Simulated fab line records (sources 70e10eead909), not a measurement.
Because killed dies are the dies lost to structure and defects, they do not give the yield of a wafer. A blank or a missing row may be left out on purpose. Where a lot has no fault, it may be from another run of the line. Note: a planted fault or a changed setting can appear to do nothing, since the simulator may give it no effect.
Matching of chambers || flow nand harc || NHARC_A_SGD_CUT_DEP_00 on pecvd-03: 3 sister chambers
The step deposits SiNx, target thk 50 nm. 6 wafers are shown with their chamber, then 12 later ones without.

== WAFERS, EACH WITH ITS CHAMBER ==
{"wafer": "L088.3", "chamber": 2, "heater power w (W)": 765}
{"wafer": "L088.6", "chamber": 1, "heater power w (W)": 627}
{"wafer": "L092.3", "chamber": 2, "heater power w (W)": 767}
{"wafer": "L093.1", "chamber": 1, "heater power w (W)": 597}
{"wafer": "L093.3", "chamber": 0, "heater power w (W)": 657}
{"wafer": "L093.4", "chamber": 0, "heater power w (W)": 675}

== WAFERS WITH NO CHAMBER GIVEN ==
{"wafer": "L095.1", "heater power w (W)": 643}
{"wafer": "L095.2", "heater power w (W)": 679}
{"wafer": "L095.3", "heater power w (W)": 620}
{"wafer": "L096.1", "heater power w (W)": 563}
{"wafer": "L096.2", "heater power w (W)": 761}
{"wafer": "L096.5", "heater power w (W)": 790}
{"wafer": "L096.3", "heater power w (W)": 663}
{"wafer": "L096.4", "heater power w (W)": 691}
{"wafer": "L096.6", "heater power w (W)": 567}
{"wafer": "L097.2", "heater power w (W)": 750}
{"wafer": "L097.3", "heater power w (W)": 678}
{"wafer": "L097.4", "heater power w (W)": 746}

== WHICH CHAMBER EACH ONE RAN IN ==
{"wafer": "L095.1", "from the rows above": "can't be placed: 0 or 1", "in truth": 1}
{"wafer": "L095.2", "from the rows above": 0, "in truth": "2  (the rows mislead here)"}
{"wafer": "L095.3", "from the rows above": 1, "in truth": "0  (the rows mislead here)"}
{"wafer": "L096.1", "from the rows above": 1, "in truth": 1}
{"wafer": "L096.2", "from the rows above": 2, "in truth": 2}
{"wafer": "L096.5", "from the rows above": 2, "in truth": 2}
{"wafer": "L096.3", "from the rows above": 0, "in truth": 0}
{"wafer": "L096.4", "from the rows above": 0, "in truth": 0}
{"wafer": "L096.6", "from the rows above": 1, "in truth": 1}
{"wafer": "L097.2", "from the rows above": 2, "in truth": 2}
{"wafer": "L097.3", "from the rows above": 0, "in truth": 0}
{"wafer": "L097.4", "from the rows above": 2, "in truth": 2}
Correctly placed: 9 of 12. These rows do not allow placing 1 (true chamber among the candidates in 1). 2 placed wrongly.
How it was worked out, from the rows above alone: a wafer's distance from a chamber is the root of the sum, over the readings, of the square of ((its reading less the chamber's mean) divided by the reading's scatter). The wafer belongs to the nearest chamber; if the next one is less than 2 further off, it can't be placed. A chamber's mean is the mean of its shown wafers. The scatter: take each reading less its chamber's mean, square it, sum over the shown wafers, divide by the number of wafers less the number of chambers, and take the root.
